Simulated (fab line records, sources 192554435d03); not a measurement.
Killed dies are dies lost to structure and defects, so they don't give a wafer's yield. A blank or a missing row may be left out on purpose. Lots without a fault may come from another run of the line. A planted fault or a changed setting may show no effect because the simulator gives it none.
Chamber matching | flow n5_finfet | N5_MOL_CONTACT_COAG_VIA_ETCH_117 on rie_diel-04: 4 sister chambers
The step etches SiO2 in C4F6/O2, target depth 40 nm, overetch 8 nm, time 26 s. 4 wafers are shown with their chamber, then 8 later ones without.

WAFERS WITH THEIR CHAMBER
wafer  | chamber | rf_vpp_V (V)
L079.6 | 0       | 1628
L085.4 | 1       | 1562
L085.5 | 2       | 1676
L094.1 | 3       | 1563

WAFERS WITHOUT THEIR CHAMBER
wafer  | rf_vpp_V (V)
L094.5 | 1588
L094.6 | 1626
L095.1 | 1627
L095.2 | 1589
L095.5 | 1588
L096.2 | 1588
L096.4 | 1627
L096.6 | 1561

WHICH CHAMBER EACH WENT THROUGH
wafer  | from the rows above          | in truth
L094.5 | can't be placed: 3 or 1 or 0 | 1
L094.6 | 0                            | 0
L095.1 | 0                            | 0
L095.2 | can't be placed: 3 or 1 or 0 | 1
L095.5 | can't be placed: 3 or 1 or 0 | 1
L096.2 | can't be placed: 3 or 1 or 0 | 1
L096.4 | 0                            | 0
L096.6 | can't be placed: 1 or 3      | 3
Placed correctly: 3 of 8. Can't be placed from these rows: 5 (the true chamber is among the candidates in 5). Placed wrongly: 0.
How it was worked out, from the rows above alone: a wafer's distance from a chamber is the root of the sum, over the readings, of the square of ((its reading less the chamber's mean) divided by the reading's scatter). The wafer belongs to the nearest chamber; if the next one is less than 2 further off, it can't be placed. A chamber's mean is the mean of its shown wafers. The scatter: with one shown wafer a chamber, the root of the mean of the squares of how far each hidden wafer lies from its nearest shown one.
